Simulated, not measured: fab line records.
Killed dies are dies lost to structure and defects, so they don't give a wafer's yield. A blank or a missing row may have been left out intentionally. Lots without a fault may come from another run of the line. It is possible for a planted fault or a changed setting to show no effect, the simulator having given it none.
Matching of chambers / flow nand_harc / rie_diel-02 running NHARC_A_BONDPAD_DESCUM_11: 4 sister chambers
The step chemistry O2, time 3 s. 4 wafers are shown with their chamber, then 12 later ones without.

EACH WAFER AND ITS CHAMBER
wafer=L086.4; chamber=1; drypump_motor_current_A (A)=6.8
wafer=L089.2; chamber=2; drypump_motor_current_A (A)=5.2
wafer=L089.3; chamber=0; drypump_motor_current_A (A)=6.0
wafer=L089.6; chamber=3; drypump_motor_current_A (A)=5.5

WAFERS WITHOUT THEIR CHAMBER
wafer=L091.1; drypump_motor_current_A (A)=5.6
wafer=L091.3; drypump_motor_current_A (A)=6.0
wafer=L091.6; drypump_motor_current_A (A)=5.6
wafer=L095.1; drypump_motor_current_A (A)=5.6
wafer=L095.3; drypump_motor_current_A (A)=6.8
wafer=L095.5; drypump_motor_current_A (A)=6.0
wafer=L094.1; drypump_motor_current_A (A)=5.6
wafer=L094.4; drypump_motor_current_A (A)=5.6
wafer=L094.6; drypump_motor_current_A (A)=6.0
wafer=L096.3; drypump_motor_current_A (A)=6.0
wafer=L096.4; drypump_motor_current_A (A)=6.0
wafer=L096.5; drypump_motor_current_A (A)=6.8

WHICH CHAMBER EACH ONE RAN IN
wafer=L091.1; from the rows above=3; in truth=3
wafer=L091.3; from the rows above=0; in truth=0
wafer=L091.6; from the rows above=3; in truth=3
wafer=L095.1; from the rows above=3; in truth=3
wafer=L095.3; from the rows above=1; in truth=1
wafer=L095.5; from the rows above=0; in truth=0
wafer=L094.1; from the rows above=3; in truth=3
wafer=L094.4; from the rows above=3; in truth=3
wafer=L094.6; from the rows above=0; in truth=0
wafer=L096.3; from the rows above=0; in truth=0
wafer=L096.4; from the rows above=0; in truth=0
wafer=L096.5; from the rows above=1; in truth=1
Correct placement for 12 of the 12. Can't be placed from these rows: 0. 0 placed wrongly.
How it was worked out, from the rows above alone: a wafer's distance from a chamber is the root of the sum, over the readings, of the square of ((its reading less the chamber's mean) divided by the reading's scatter). If the next closest chamber is less than 2 further off than the closest, the wafer can't be placed; otherwise it belongs to the closest. For every chamber, the mean is computed from those of its wafers that are shown. The scatter: root of mean squared gap, hidden wafer to nearest shown wafer, with one shown wafer a chamber.
